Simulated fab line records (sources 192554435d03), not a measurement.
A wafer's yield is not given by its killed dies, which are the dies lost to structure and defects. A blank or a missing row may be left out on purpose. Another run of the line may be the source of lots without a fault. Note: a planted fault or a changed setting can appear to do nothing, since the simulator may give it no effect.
fab line records || flow n5_finfet || part 2 of 2: steps 24 to 31 of 31
[record] {"lots": 5, "wafers": 15, "last_day": 17}
route steps=1938 shown BEOL_M1@760
lots with no fault: from the same line, run without faults
start_h: start of the lot's first displayed wafer, in hours after the record's first day || wait_h: hours from the lot's prior step to this one || " identical to the entry in the row above || L1.1+2: a single row standing in for several wafers || - no value present, or no start provided || * or withheld: withheld || < > ~ a bound
route shown NAME@n: a module of which the file shows steps, and the number in the route of the first || usual: mean and standard deviation over wafers with no fault || same: alike in all rows || chamber/n: place in a boat || sites: readings site by site || _std_site: their standard deviation || _edge_site: inner sites' mean taken away from outer sites' mean || radius_mm: how far each site lies from the wafer's centre || mask NAME#n: copy n || behind: the tool/chamber that last shaped the wafer || hold: reason for holding the lot/hours on hold/outcome of the hold || device: which transistor (n, p or np) failed to switch || end of line: the same wafers' tests at the end of the route || for a step that has no rows: nothing shown but its recipe || killed: dies that structure and defects cost at the first sort, which is not the same as the wafer's yield || map: a wafer's dies, x killed, . not, _ none there
set.NAME: the run value of the setting; set.NAME@STEP: its run value at that earlier step || model.NAME: the simulator's own value behind a step, which no gauge read
a table for each step, a row for each wafer; lots at some steps of the route
services: from which hour (start_h, from the record's first day; less than 0 if before it) a tool's chamber was out of use, for how many hours, and why
[[steps]]
[step N5_BEOL_M1_EXPOSE_25]
[recipe] {"mask_id": "V0", "na": 0.33, "source_shape": "quasar", "sigma_inner": 0.2, "sigma_outer": 0.8, "polarization": "unpolarized", "defocus_nm": 5, "target_cd_nm": 24, "dose_mj": 63}
{"lot.wafer": "L077.1+3+5", "tool": "euv_scanner-01", "chamber": 0, "start_h": 155.01, "wait_h": "-", "mask": "V0#0"}
{"lot.wafer": "L080.2+4+6", "tool": "euv_scanner-02", "chamber": 0, "start_h": 160.26, "wait_h": "-", "mask": "V0#0"}
{"lot.wafer": "L088.2+3+6", "tool": "euv_scanner-01", "chamber": 0, "start_h": 211.60, "wait_h": "-", "mask": "V0#0"}
{"lot.wafer": "L093.1+2+4", "tool": "euv_scanner-02", "chamber": 0, "start_h": 236.34, "wait_h": "-", "mask": "V0#0"}
{"lot.wafer": "L094.1+4+5", "tool": "euv_scanner-02", "chamber": 0, "start_h": 250.52, "wait_h": "-", "mask": "V0#0"}
[step N5_BEOL_M1_PEB_26]
[recipe] {"peb_temp_c": 100, "peb_time_s": 60, "resist": "CAR-EUV"}
{"lot.wafer": "L077.1+3+5", "tool": "litho_track-03", "chamber": 0, "start_h": 155.08, "wait_h": 0.1}
{"lot.wafer": "L080.2+4+6", "tool": "litho_track-03", "chamber": 0, "start_h": 160.33, "wait_h": 0.1}
{"lot.wafer": "L088.2+3+6", "tool": "litho_track-02", "chamber": 0, "start_h": 211.67, "wait_h": 0.1}
{"lot.wafer": "L093.1+2+4", "tool": "litho_track-04", "chamber": 0, "start_h": 236.41, "wait_h": 0.1}
{"lot.wafer": "L094.1+4+5", "tool": "litho_track-02", "chamber": 0, "start_h": 250.60, "wait_h": 0.1}
[step N5_BEOL_M1_DEVELOP_27]
[recipe] {"develop_time_s": 30, "developer": "TMAH", "resist": "CAR-EUV", "rinse_liquid": "surfactant_rinse", "dry": "air_spin", "dev_temp_c": 23}
{"lot.wafer": "L077.1+3+5", "tool": "litho_track-03", "chamber": 0, "start_h": "-", "wait_h": "-"}
{"lot.wafer": "L080.2+4+6", "tool": "litho_track-03", "chamber": 0, "start_h": "-", "wait_h": "-"}
{"lot.wafer": "L088.2+3+6", "tool": "litho_track-02", "chamber": 0, "start_h": "-", "wait_h": "-"}
{"lot.wafer": "L093.1+2+4", "tool": "litho_track-04", "chamber": 0, "start_h": "-", "wait_h": "-"}
{"lot.wafer": "L094.1+4+5", "tool": "litho_track-02", "chamber": 0, "start_h": "-", "wait_h": "-"}
[step N5_BEOL_M1_CD_MEAS_28]
[recipe] {"landing_energy_ev": 500, "detector": "se_inlens", "target_cd_y_nm": 23.3}
[usual] {"cd_nm": "23.87/0.27"}
{"lot.wafer": "L077.1", "tool": "cd_sem-03", "chamber": 0, "start_h": 155.15, "wait_h": "-", "cd_nm": 24.11}
{"lot.wafer": "L077.3", "tool": "cd_sem-03", "chamber": 0, "start_h": 155.15, "wait_h": "-", "cd_nm": 23.42}
{"lot.wafer": "L077.5", "tool": "cd_sem-03", "chamber": 0, "start_h": 155.15, "wait_h": "-", "cd_nm": 23.21}
{"lot.wafer": "L080.2", "tool": "cd_sem-03", "chamber": 0, "start_h": 160.40, "wait_h": "-", "cd_nm": 23.60}
{"lot.wafer": "L080.4", "tool": "cd_sem-03", "chamber": 0, "start_h": 160.40, "wait_h": "-", "cd_nm": 23.46}
{"lot.wafer": "L080.6", "tool": "cd_sem-03", "chamber": 0, "start_h": 160.40, "wait_h": "-", "cd_nm": 24.14}
{"lot.wafer": "L088.2", "tool": "cd_sem-02", "chamber": 0, "start_h": 211.74, "wait_h": "-", "cd_nm": 23.69}
{"lot.wafer": "L088.3", "tool": "cd_sem-02", "chamber": 0, "start_h": 211.74, "wait_h": "-", "cd_nm": 23.96}
{"lot.wafer": "L088.6", "tool": "cd_sem-02", "chamber": 0, "start_h": 211.74, "wait_h": "-", "cd_nm": 23.66}
{"lot.wafer": "L093.1", "tool": "cd_sem-03", "chamber": 0, "start_h": 236.48, "wait_h": "-", "cd_nm": 24.43}
{"lot.wafer": "L093.2", "tool": "cd_sem-03", "chamber": 0, "start_h": 236.48, "wait_h": "-", "cd_nm": 24.72}
{"lot.wafer": "L093.4", "tool": "cd_sem-03", "chamber": 0, "start_h": 236.48, "wait_h": "-", "cd_nm": 24.14}
{"lot.wafer": "L094.1", "tool": "cd_sem-01", "chamber": 0, "start_h": 250.67, "wait_h": "-", "cd_nm": 24.10}
{"lot.wafer": "L094.4", "tool": "cd_sem-01", "chamber": 0, "start_h": 250.67, "wait_h": "-", "cd_nm": 23.89}
{"lot.wafer": "L094.5", "tool": "cd_sem-01", "chamber": 0, "start_h": 250.67, "wait_h": "-", "cd_nm": 24.03}
[step N5_BEOL_M1_OVL_MEAS_29]
[recipe] {"points_per_wafer": 522}
[usual] {"V0_OVL": "0.1/0.68"}
{"lot.wafer": "L077.1", "tool": "overlay-02", "chamber": 0, "start_h": 155.18, "wait_h": 0.0, "V0_OVL[nm]": -0.2}
{"lot.wafer": "L077.3", "tool": "overlay-02", "chamber": 0, "start_h": 155.18, "wait_h": 0.0, "V0_OVL[nm]": -0.5}
{"lot.wafer": "L077.5", "tool": "overlay-02", "chamber": 0, "start_h": 155.18, "wait_h": 0.0, "V0_OVL[nm]": 0.4}
{"lot.wafer": "L080.2", "tool": "overlay-02", "chamber": 0, "start_h": 160.43, "wait_h": 0.0, "V0_OVL[nm]": -0.3}
{"lot.wafer": "L080.4", "tool": "overlay-02", "chamber": 0, "start_h": 160.43, "wait_h": 0.0, "V0_OVL[nm]": -0.8}
{"lot.wafer": "L080.6", "tool": "overlay-02", "chamber": 0, "start_h": 160.43, "wait_h": 0.0, "V0_OVL[nm]": 0.6}
{"lot.wafer": "L088.2", "tool": "overlay-01", "chamber": 0, "start_h": 211.77, "wait_h": 0.0, "V0_OVL[nm]": -0.6}
{"lot.wafer": "L088.3", "tool": "overlay-01", "chamber": 0, "start_h": 211.77, "wait_h": 0.0, "V0_OVL[nm]": -0.2}
{"lot.wafer": "L088.6", "tool": "overlay-01", "chamber": 0, "start_h": 211.77, "wait_h": 0.0, "V0_OVL[nm]": -0.4}
{"lot.wafer": "L093.1", "tool": "overlay-02", "chamber": 0, "start_h": 236.51, "wait_h": 0.0, "V0_OVL[nm]": -0.4}
{"lot.wafer": "L093.2", "tool": "overlay-02", "chamber": 0, "start_h": 236.51, "wait_h": 0.0, "V0_OVL[nm]": 0.2}
{"lot.wafer": "L093.4", "tool": "overlay-02", "chamber": 0, "start_h": 236.51, "wait_h": 0.0, "V0_OVL[nm]": 0.2}
{"lot.wafer": "L094.1", "tool": "overlay-02", "chamber": 0, "start_h": 250.70, "wait_h": 0.0, "V0_OVL[nm]": 0.2}
{"lot.wafer": "L094.4", "tool": "overlay-02", "chamber": 0, "start_h": 250.70, "wait_h": 0.0, "V0_OVL[nm]": 1.2}
{"lot.wafer": "L094.5", "tool": "overlay-02", "chamber": 0, "start_h": 250.70, "wait_h": 0.0, "V0_OVL[nm]": 1.1}
[step N5_BEOL_M1_INSPECT_30]
[recipe] {"mode": "adi", "inspect_instrument": "brightfield"}
[usual] {"raw_defect_count": "432/110"}
{"lot.wafer": "L077.1", "tool": "defect_inspect-02", "chamber": "-", "start_h": 155.24, "wait_h": 0.1, "raw_defect_count": 498}
{"lot.wafer": "L077.3", "tool": "defect_inspect-02", "chamber": "-", "start_h": 155.24, "wait_h": 0.1, "raw_defect_count": 436}
{"lot.wafer": "L077.5", "tool": "defect_inspect-02", "chamber": "-", "start_h": 155.24, "wait_h": 0.1, "raw_defect_count": 486}
{"lot.wafer": "L080.2", "tool": "defect_inspect-02", "chamber": "-", "start_h": 160.49, "wait_h": 0.0, "raw_defect_count": 491}
{"lot.wafer": "L080.4", "tool": "defect_inspect-02", "chamber": "-", "start_h": 160.49, "wait_h": 0.0, "raw_defect_count": 516}
{"lot.wafer": "L080.6", "tool": "defect_inspect-02", "chamber": "-", "start_h": 160.49, "wait_h": 0.0, "raw_defect_count": 615}
{"lot.wafer": "L088.2", "tool": "defect_inspect-02", "chamber": "-", "start_h": 211.83, "wait_h": 0.0, "raw_defect_count": 336}
{"lot.wafer": "L088.3", "tool": "defect_inspect-02", "chamber": "-", "start_h": 211.83, "wait_h": 0.0, "raw_defect_count": 507}
{"lot.wafer": "L088.6", "tool": "defect_inspect-02", "chamber": "-", "start_h": 211.83, "wait_h": 0.0, "raw_defect_count": 292}
{"lot.wafer": "L093.1", "tool": "defect_inspect-01", "chamber": "-", "start_h": 236.57, "wait_h": 0.1, "raw_defect_count": 794}
{"lot.wafer": "L093.2", "tool": "defect_inspect-01", "chamber": "-", "start_h": 236.57, "wait_h": 0.1, "raw_defect_count": 497}
{"lot.wafer": "L093.4", "tool": "defect_inspect-01", "chamber": "-", "start_h": 236.57, "wait_h": 0.1, "raw_defect_count": 462}
{"lot.wafer": "L094.1", "tool": "defect_inspect-01", "chamber": "-", "start_h": 250.76, "wait_h": 0.1, "raw_defect_count": 282}
{"lot.wafer": "L094.4", "tool": "defect_inspect-01", "chamber": "-", "start_h": 250.76, "wait_h": 0.1, "raw_defect_count": 299}
{"lot.wafer": "L094.5", "tool": "defect_inspect-01", "chamber": "-", "start_h": 250.76, "wait_h": 0.1, "raw_defect_count": 324}
[step N5_BEOL_M1_DESCUM_33]
[recipe] {"chemistry": "O2", "time_s": 7, "source_power_w": 50, "bias_power_w": 20, "pressure_mtorr": 20, "rf_frequency_hz": 2.712e+07, "temp_c": 40, "resist": "CAR-EUV", "o2_flow_sccm": 225}
[usual] {"drypump_motor_current_A": "5.7/0.48", "o2_flow_sccm": "225.0/0.71", "oes_product_au": "0.82/0.084", "rf_vpp_V": "243.1/1.2", "showerhead_plenum_p_Torr": "2.09/0.062", "throttle_valve_pct": "20.32/0.21"}
{"lot.wafer": "L077.1", "tool": "rie_diel-03", "chamber": 2, "start_h": 155.39, "wait_h": 0.1, "drypump_motor_current_A": 5.8, "o2_flow_sccm": 224.6, "oes_product_au": 0.79, "rf_hours_counter_h": 100, "rf_vpp_V": 243.5, "showerhead_plenum_p_Torr": 2.11, "throttle_valve_pct": 20.20}
{"lot.wafer": "L077.3", "tool": "rie_diel-03", "chamber": 3, "start_h": 155.39, "wait_h": 0.1, "drypump_motor_current_A": 6.5, "o2_flow_sccm": 225.3, "oes_product_au": 0.91, "rf_hours_counter_h": 22, "rf_vpp_V": 245.7, "showerhead_plenum_p_Torr": 2.23, "throttle_valve_pct": 20.29}
{"lot.wafer": "L077.5", "tool": "rie_diel-03", "chamber": 3, "start_h": 155.39, "wait_h": 0.1, "drypump_motor_current_A": 6.5, "o2_flow_sccm": 225.7, "oes_product_au": 0.91, "rf_hours_counter_h": "-", "rf_vpp_V": 244.7, "showerhead_plenum_p_Torr": 2.23, "throttle_valve_pct": 20.29}
{"lot.wafer": "L080.2", "tool": "rie_diel-03", "chamber": 2, "start_h": 160.62, "wait_h": 0.1, "drypump_motor_current_A": 5.8, "o2_flow_sccm": 225.2, "oes_product_au": 0.79, "rf_hours_counter_h": 102, "rf_vpp_V": 244.1, "showerhead_plenum_p_Torr": 2.11, "throttle_valve_pct": 20.21}
{"lot.wafer": "L080.4", "tool": "rie_diel-03", "chamber": 0, "start_h": 160.62, "wait_h": 0.1, "drypump_motor_current_A": 6.1, "o2_flow_sccm": 225.7, "oes_product_au": 0.85, "rf_hours_counter_h": 54, "rf_vpp_V": 243.3, "showerhead_plenum_p_Torr": 2.11, "throttle_valve_pct": 20.37}
{"lot.wafer": "L080.6", "tool": "rie_diel-03", "chamber": 1, "start_h": 160.62, "wait_h": 0.1, "drypump_motor_current_A": 6.6, "o2_flow_sccm": 224.9, "oes_product_au": 0.76, "rf_hours_counter_h": "-", "rf_vpp_V": 242.4, "showerhead_plenum_p_Torr": 2.07, "throttle_valve_pct": 20.30}
{"lot.wafer": "L088.2", "tool": "rie_diel-05", "chamber": 2, "start_h": 211.86, "wait_h": 0.0, "drypump_motor_current_A": 5.0, "o2_flow_sccm": 224.9, "oes_product_au": 0.84, "rf_hours_counter_h": 74, "rf_vpp_V": 242.3, "showerhead_plenum_p_Torr": 2.02, "throttle_valve_pct": 20.39}
{"lot.wafer": "L088.3", "tool": "rie_diel-05", "chamber": 0, "start_h": 211.86, "wait_h": 0.0, "drypump_motor_current_A": 5.1, "o2_flow_sccm": 224.6, "oes_product_au": 0.71, "rf_hours_counter_h": 190, "rf_vpp_V": 241.5, "showerhead_plenum_p_Torr": 2.01, "throttle_valve_pct": 20.45}
{"lot.wafer": "L088.6", "tool": "rie_diel-05", "chamber": 2, "start_h": 211.86, "wait_h": 0.0, "drypump_motor_current_A": 5.0, "o2_flow_sccm": 226.4, "oes_product_au": 0.84, "rf_hours_counter_h": "-", "rf_vpp_V": 241.1, "showerhead_plenum_p_Torr": 2.02, "throttle_valve_pct": 20.38}
{"lot.wafer": "L093.1", "tool": "rie_diel-01", "chamber": 1, "start_h": 236.60, "wait_h": 0.0, "drypump_motor_current_A": 5.4, "o2_flow_sccm": 225.1, "oes_product_au": 0.85, "rf_hours_counter_h": 51, "rf_vpp_V": 241.2, "showerhead_plenum_p_Torr": 2.05, "throttle_valve_pct": 20.04}
{"lot.wafer": "L093.2", "tool": "rie_diel-01", "chamber": 0, "start_h": 236.60, "wait_h": 0.0, "drypump_motor_current_A": 5.5, "o2_flow_sccm": 225.4, "oes_product_au": 0.89, "rf_hours_counter_h": 43, "rf_vpp_V": 242.3, "showerhead_plenum_p_Torr": 2.03, "throttle_valve_pct": 20.13}
{"lot.wafer": "L093.4", "tool": "rie_diel-01", "chamber": 3, "start_h": 236.60, "wait_h": 0.0, "drypump_motor_current_A": 6.0, "o2_flow_sccm": 226.0, "oes_product_au": 0.83, "rf_hours_counter_h": 68, "rf_vpp_V": 242.9, "showerhead_plenum_p_Torr": 2.12, "throttle_valve_pct": 20.32}
{"lot.wafer": "L094.1", "tool": "rie_diel-05", "chamber": 2, "start_h": 250.79, "wait_h": 0.0, "drypump_motor_current_A": 5.0, "o2_flow_sccm": 224.3, "oes_product_au": 0.83, "rf_hours_counter_h": 88, "rf_vpp_V": 241.5, "showerhead_plenum_p_Torr": 2.02, "throttle_valve_pct": 20.40}
{"lot.wafer": "L094.4", "tool": "rie_diel-05", "chamber": 1, "start_h": 250.79, "wait_h": 0.0, "drypump_motor_current_A": 5.9, "o2_flow_sccm": 225.3, "oes_product_au": 1.02, "rf_hours_counter_h": 2, "rf_vpp_V": 244.5, "showerhead_plenum_p_Torr": 2.14, "throttle_valve_pct": 19.93}
{"lot.wafer": "L094.5", "tool": "rie_diel-05", "chamber": 1, "start_h": 250.79, "wait_h": 0.0, "drypump_motor_current_A": 5.9, "o2_flow_sccm": 225.5, "oes_product_au": 1.02, "rf_hours_counter_h": "-", "rf_vpp_V": 243.4, "showerhead_plenum_p_Torr": 2.14, "throttle_valve_pct": 19.93}
[step N5_BEOL_M1_ETCH_77]
[recipe] {"chemistry": "N2/H2", "target": "underlayer", "target_depth_a": 65, "mask_material": "CAR-EUV", "time_s": 5.2, "ion_energy_ev": 200, "pressure_mtorr": 30, "source_w": 840, "bias_w": 150, "n2_flow_sccm": 200, "h2_flow_sccm": 200, "ends": "cleared"}
[usual] {"drypump_motor_current_A": "5.7/0.48", "etch_rf_on_time_s": "5.25/0.2", "oes_product_au": "0.70/0.073", "rf_vpp_V": "523.8/2.5", "showerhead_plenum_p_Torr": "2.53/0.078", "throttle_valve_pct": "17.70/0.27"}
{"lot.wafer": "L077.1", "tool": "rie_diel-03", "chamber": 2, "start_h": 155.42, "wait_h": 0.0, "drypump_motor_current_A": 5.8, "etch_rf_on_time_s": 5.34, "oes_product_au": 0.66, "rf_hours_counter_h": 100, "rf_vpp_V": 524.2, "showerhead_plenum_p_Torr": 2.57, "throttle_valve_pct": 17.64}
{"lot.wafer": "L077.3", "tool": "rie_diel-03", "chamber": 3, "start_h": 155.42, "wait_h": 0.0, "drypump_motor_current_A": 6.5, "etch_rf_on_time_s": 5.20, "oes_product_au": 0.79, "rf_hours_counter_h": 22, "rf_vpp_V": 527.5, "showerhead_plenum_p_Torr": 2.70, "throttle_valve_pct": 17.60}
{"lot.wafer": "L077.5", "tool": "rie_diel-03", "chamber": 3, "start_h": 155.42, "wait_h": 0.0, "drypump_motor_current_A": 6.5, "etch_rf_on_time_s": 5.20, "oes_product_au": 0.77, "rf_hours_counter_h": "-", "rf_vpp_V": 529.2, "showerhead_plenum_p_Torr": 2.70, "throttle_valve_pct": 17.64}
{"lot.wafer": "L080.2", "tool": "rie_diel-03", "chamber": 2, "start_h": 160.66, "wait_h": 0.0, "drypump_motor_current_A": 5.8, "etch_rf_on_time_s": 5.28, "oes_product_au": 0.66, "rf_hours_counter_h": 102, "rf_vpp_V": 525.3, "showerhead_plenum_p_Torr": 2.57, "throttle_valve_pct": 17.64}
{"lot.wafer": "L080.4", "tool": "rie_diel-03", "chamber": 0, "start_h": 160.66, "wait_h": 0.0, "drypump_motor_current_A": 6.1, "etch_rf_on_time_s": 4.98, "oes_product_au": 0.74, "rf_hours_counter_h": 54, "rf_vpp_V": 524.0, "showerhead_plenum_p_Torr": 2.58, "throttle_valve_pct": 18.07}
{"lot.wafer": "L080.6", "tool": "rie_diel-03", "chamber": 1, "start_h": 160.66, "wait_h": 0.0, "drypump_motor_current_A": 6.6, "etch_rf_on_time_s": 5.25, "oes_product_au": 0.64, "rf_hours_counter_h": "-", "rf_vpp_V": 525.9, "showerhead_plenum_p_Torr": 2.53, "throttle_valve_pct": 17.79}
{"lot.wafer": "L088.2", "tool": "rie_diel-05", "chamber": 2, "start_h": 211.89, "wait_h": 0.0, "drypump_motor_current_A": 5.0, "etch_rf_on_time_s": 5.33, "oes_product_au": 0.72, "rf_hours_counter_h": 74, "rf_vpp_V": 523.8, "showerhead_plenum_p_Torr": 2.45, "throttle_valve_pct": 17.72}
{"lot.wafer": "L088.3", "tool": "rie_diel-05", "chamber": 0, "start_h": 211.89, "wait_h": 0.0, "drypump_motor_current_A": 5.1, "etch_rf_on_time_s": 5.44, "oes_product_au": 0.59, "rf_hours_counter_h": 190, "rf_vpp_V": 521.1, "showerhead_plenum_p_Torr": 2.44, "throttle_valve_pct": 17.91}
{"lot.wafer": "L088.6", "tool": "rie_diel-05", "chamber": 2, "start_h": 211.89, "wait_h": 0.0, "drypump_motor_current_A": 5.0, "etch_rf_on_time_s": 5.33, "oes_product_au": 0.70, "rf_hours_counter_h": "-", "rf_vpp_V": 521.4, "showerhead_plenum_p_Torr": 2.45, "throttle_valve_pct": 17.76}
{"lot.wafer": "L093.1", "tool": "rie_diel-01", "chamber": 1, "start_h": 236.64, "wait_h": 0.0, "drypump_motor_current_A": 5.4, "etch_rf_on_time_s": 5.51, "oes_product_au": 0.69, "rf_hours_counter_h": 51, "rf_vpp_V": 522.6, "showerhead_plenum_p_Torr": 2.47, "throttle_valve_pct": 17.30}
{"lot.wafer": "L093.2", "tool": "rie_diel-01", "chamber": 0, "start_h": 236.64, "wait_h": 0.0, "drypump_motor_current_A": 5.5, "etch_rf_on_time_s": 4.73, "oes_product_au": 0.77, "rf_hours_counter_h": 43, "rf_vpp_V": 521.9, "showerhead_plenum_p_Torr": 2.46, "throttle_valve_pct": 17.63}
{"lot.wafer": "L093.4", "tool": "rie_diel-01", "chamber": 3, "start_h": 236.64, "wait_h": 0.0, "drypump_motor_current_A": 6.0, "etch_rf_on_time_s": 5.21, "oes_product_au": 0.71, "rf_hours_counter_h": 68, "rf_vpp_V": 524.0, "showerhead_plenum_p_Torr": 2.57, "throttle_valve_pct": 17.75}
{"lot.wafer": "L094.1", "tool": "rie_diel-05", "chamber": 2, "start_h": 250.83, "wait_h": 0.0, "drypump_motor_current_A": 5.0, "etch_rf_on_time_s": 5.26, "oes_product_au": 0.70, "rf_hours_counter_h": 88, "rf_vpp_V": 523.6, "showerhead_plenum_p_Torr": 2.45, "throttle_valve_pct": 17.80}
{"lot.wafer": "L094.4", "tool": "rie_diel-05", "chamber": 1, "start_h": 250.83, "wait_h": 0.0, "drypump_motor_current_A": 5.9, "etch_rf_on_time_s": 5.36, "oes_product_au": 0.83, "rf_hours_counter_h": 2, "rf_vpp_V": 526.6, "showerhead_plenum_p_Torr": 2.59, "throttle_valve_pct": 17.22}
{"lot.wafer": "L094.5", "tool": "rie_diel-05", "chamber": 1, "start_h": 250.83, "wait_h": 0.0, "drypump_motor_current_A": 5.9, "etch_rf_on_time_s": 5.41, "oes_product_au": 0.84, "rf_hours_counter_h": "-", "rf_vpp_V": 525.3, "showerhead_plenum_p_Torr": 2.59, "throttle_valve_pct": 17.24}
[[services]]
{"tool": "euv_scanner-02", "chamber": "-", "start_h": 132.89, "hours": 5.8, "kind": "pm"}
{"tool": "rie_diel-03", "chamber": "-", "start_h": 134.45, "hours": 2.8, "kind": "pm"}
{"tool": "rie_diel-05", "chamber": "-", "start_h": 139.00, "hours": 2.8, "kind": "pm"}
{"tool": "euv_scanner-02", "chamber": "-", "start_h": 140.56, "hours": 0.8, "kind": "repair"}
{"tool": "euv_scanner-01", "chamber": "-", "start_h": 142.43, "hours": 1.0, "kind": "pm"}
{"tool": "rie_metal-02", "chamber": 1, "start_h": 144.34, "hours": 5.8, "kind": "repair"}
{"tool": "rie_metal-03", "chamber": "-", "start_h": 145.86, "hours": 2.8, "kind": "pm"}
{"tool": "euv_scanner-02", "chamber": "-", "start_h": 157.61, "hours": 1.0, "kind": "pm"}
{"tool": "rie_diel-05", "chamber": 3, "start_h": 158.44, "hours": 5.2, "kind": "repair"}
{"tool": "rie_metal-03", "chamber": 1, "start_h": 176.82, "hours": 6.0, "kind": "repair"}
{"tool": "rie_diel-05", "chamber": "-", "start_h": 183.76, "hours": 15.6, "kind": "pm"}
{"tool": "rie_metal-03", "chamber": 0, "start_h": 191.21, "hours": 15.5, "kind": "repair"}
{"tool": "euv_scanner-02", "chamber": "-", "start_h": 192.84, "hours": 4.6, "kind": "pm"}
{"tool": "euv_scanner-01", "chamber": "-", "start_h": 198.58, "hours": 1.0, "kind": "pm"}
{"tool": "rie_diel-05", "chamber": 0, "start_h": 200.72, "hours": 8.9, "kind": "repair"}
{"tool": "rie_diel-05", "chamber": 1, "start_h": 203.12, "hours": 7.6, "kind": "repair"}
{"tool": "rie_diel-05", "chamber": 1, "start_h": 211.16, "hours": "-", "kind": "clean"}
{"tool": "rie_diel-05", "chamber": 1, "start_h": 211.16, "hours": "-", "kind": "consumable_replace:focus_ring"}
{"tool": "rie_diel-05", "chamber": 1, "start_h": 211.16, "hours": 31.8, "kind": "scheduled_down"}
{"tool": "euv_scanner-02", "chamber": "-", "start_h": 213.76, "hours": 1.0, "kind": "pm"}
{"tool": "rie_diel-05", "chamber": 3, "start_h": 215.05, "hours": 2.0, "kind": "repair"}
{"tool": "rie_metal-03", "chamber": "-", "start_h": 225.39, "hours": 1.4, "kind": "pm"}
{"tool": "euv_scanner-01", "chamber": "-", "start_h": 231.02, "hours": 12.0, "kind": "pm"}
{"tool": "euv_scanner-01", "chamber": "-", "start_h": 244.48, "hours": 4.6, "kind": "pm"}
